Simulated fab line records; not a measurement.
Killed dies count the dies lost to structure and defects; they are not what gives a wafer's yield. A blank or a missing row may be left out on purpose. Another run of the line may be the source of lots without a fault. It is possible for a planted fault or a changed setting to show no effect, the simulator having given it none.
A struck lot beside a sound one ; flow n5_finfet ; 18 out of 1938 route steps
Sound: the wafers L471.3, L471.4, L471.6. Struck: wafer L475.5 (L475.2, L475.4, from the same lot, were not struck and are left out); the cause is given at the end.
At each step with rows: each side's tool, then ch and its chambers, then its first start. Under that, the readings that differ: sound wafers ; struck wafers ; difference of the means ; sigmas: that difference in standard deviations of wafers without a fault.
alike: same words and numbers on both sides, and readings whose means sit less than 2 such deviations apart. not compared: any withheld reading, any reading some wafer has no value for, any bound like >300 that may hide the same value, and any number with overlapping values for which the record gives no deviation.
A row with sigmas, a row that says differs or no value, or rows on one side alone: a step with any of these is where the two part. When numbers do not overlap yet have no deviation, they are printed without sigmas and do not part them. Lack of a reading on every wafer of one side parts them only where that side has two or more wafers.

N5_BEOL_M1_INSPECT_30: inspects for defects (brightfield).
  sound: defect_inspect-02 at day 6 21:06; struck: defect_inspect-01 at day 8 07:22
  alike: raw_defect_count
then, 1 step without rows for these wafers: N5_BEOL_M1_DESCUM_33 (chemistry O2, time 7 s).
N5_BEOL_M1_ETCH_77: etches underlayer in N2/H2, target depth 6.5 nm, time 5.2 s.
  sound on rie_diel-03 ch 0,3, day 6 21:17; struck on rie_diel-03 ch 3, day 8 07:26
  alike: drypump_motor_current_A, etch_rf_on_time_s, oes_product_au, rf_vpp_V, showerhead_plenum_p_Torr, throttle_valve_pct
  not compared: rf_hours_counter_h
N5_BEOL_M1_ETCH_69: etches SiARC in CF4, target depth 15.6 nm, time 26 s.
  sound on rie_diel-03 ch 0,3, day 6 21:18; struck on rie_diel-03 ch 3, day 8 07:27
  alike: drypump_motor_current_A, etch_rf_on_time_s, oes_product_au, rf_vpp_V, showerhead_plenum_p_Torr, throttle_valve_pct
  not compared: rf_hours_counter_h
then, 5 steps without rows for these wafers: N5_BEOL_M1_ALD_98 (deposits SiO2, target thk 2.5 nm, pulse time 1 s, co reactant pulse time 1 s); N5_BEOL_M1_ETCHBACK_99 (etches SiO2 in CHF3, target depth 5 nm, time 10.4 s); N5_BEOL_M1_ETCH_70 (etches SOC in N2/H2, target depth 80 nm, overetch 16 nm, time 120 s); N5_BEOL_M1_STRIP_71 (strips in N2/H2); N5_BEOL_M1_STRIP_78 (strips in N2/H2).
N5_BEOL_M1_VIA_ETCH_34: etches the open film in C4F6/O2, target depth 67.8 nm, time 64.4 s.
  sound on rie_diel-05 ch 0,1,2, day 7 04:47; struck on rie_diel-02 ch 2, day 8 14:43
  alike: drypump_motor_current_A, oes_product_au, rf_vpp_V, run_length_s, showerhead_plenum_p_Torr, throttle_valve_pct
  not compared: rf_hours_counter_h
then, 2 steps without rows for these wafers: N5_BEOL_M1_STRIP_83 (strips in C4F6/O2); N5_BEOL_M1_STRIP_36 (strips in N2/H2).
N5_BEOL_M1_TRENCH_ETCH_37: etches SiOC in C4F6/O2, target depth 55.207 nm, time 29 s.
  sound on rie_diel-05 ch 0,1,2, day 7 04:53; struck on rie_diel-02 ch 2, day 8 14:49
reading;sound;struck;difference;sigmas
run_length_s (s);51.5 52.5 53.1;49.1;-3.3;-9
model.etch.depth_nm (nm);54.28 56.29 56.37;49.37;-6.28;
model.BEOL_M1.feature_depth_nm (nm);54.2 56.2 56.4;49.4;-6.2;
  alike: drypump_motor_current_A, oes_product_au, rf_vpp_V, showerhead_plenum_p_Torr, throttle_valve_pct
  not compared: rf_hours_counter_h
N5_BEOL_M1_ETCH_41: etches SiCN in CH3F/O2, target depth 31.9 nm, time 57.8 s.
  sound: rie_diel-05 ch 0,1,2; struck: rie_diel-02 ch 2
  alike: CH3F_flow_sccm, drypump_motor_current_A, oes_product_au, rf_vpp_V, run_length_s, showerhead_plenum_p_Torr, throttle_valve_pct
  not compared: rf_hours_counter_h
N5_BEOL_M1_STRIP_97: strips in N2/H2, time 10 s.
  sound: rie_diel-05 ch 0,1,2; struck: rie_diel-02 ch 2
  alike: drypump_motor_current_A, oes_product_au, rf_vpp_V, showerhead_plenum_p_Torr, throttle_valve_pct
  not compared: rf_hours_counter_h
N5_BEOL_M1_OCD_MEAS_38:
  sound: ocd-01 at day 7 05:02; struck: ocd-02 at day 8 14:59
reading;sound;struck;difference;sigmas
trench_depth_nm (nm);54.2 56.7 56.4;49.4;-6.4;-7
then, 1 step without rows for these wafers: N5_BEOL_M1_HM_STRIP_39 (strips TiN in peroxide tin strip, target depth 25 nm, time 158 s).
-- a jump in the record: the struck wafers' starts before and after are 3 days apart (it breaks off in module BEOL_M1 and resumes in module BEOL_M4, where the first step shown is number 1111 of the route) --
N5_BEOL_M4_RC_MEAS_101:
  sound on prober-02 ch 0, day 10 19:29; struck on prober-02 ch 0, day 11 14:59
reading;sound;struck;difference;sigmas
DIBL_P (mV/V);33.4 35.5 34.1;38.4;+4.1;+3
  alike: DIBL_N, IOFF_N, IOFF_P, ION_N, ION_P, SS_N, SS_P, VT_N, VT_P

WHERE THEY PART
First at N5_BEOL_M1_TRENCH_ETCH_37; last, within this record, at N5_BEOL_M4_RC_MEAS_101.

WHY: what had been put in by the simulator
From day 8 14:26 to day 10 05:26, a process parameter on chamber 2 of rie_diel-02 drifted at N5_BEOL_M1_TRENCH_ETCH_37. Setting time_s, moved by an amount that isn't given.
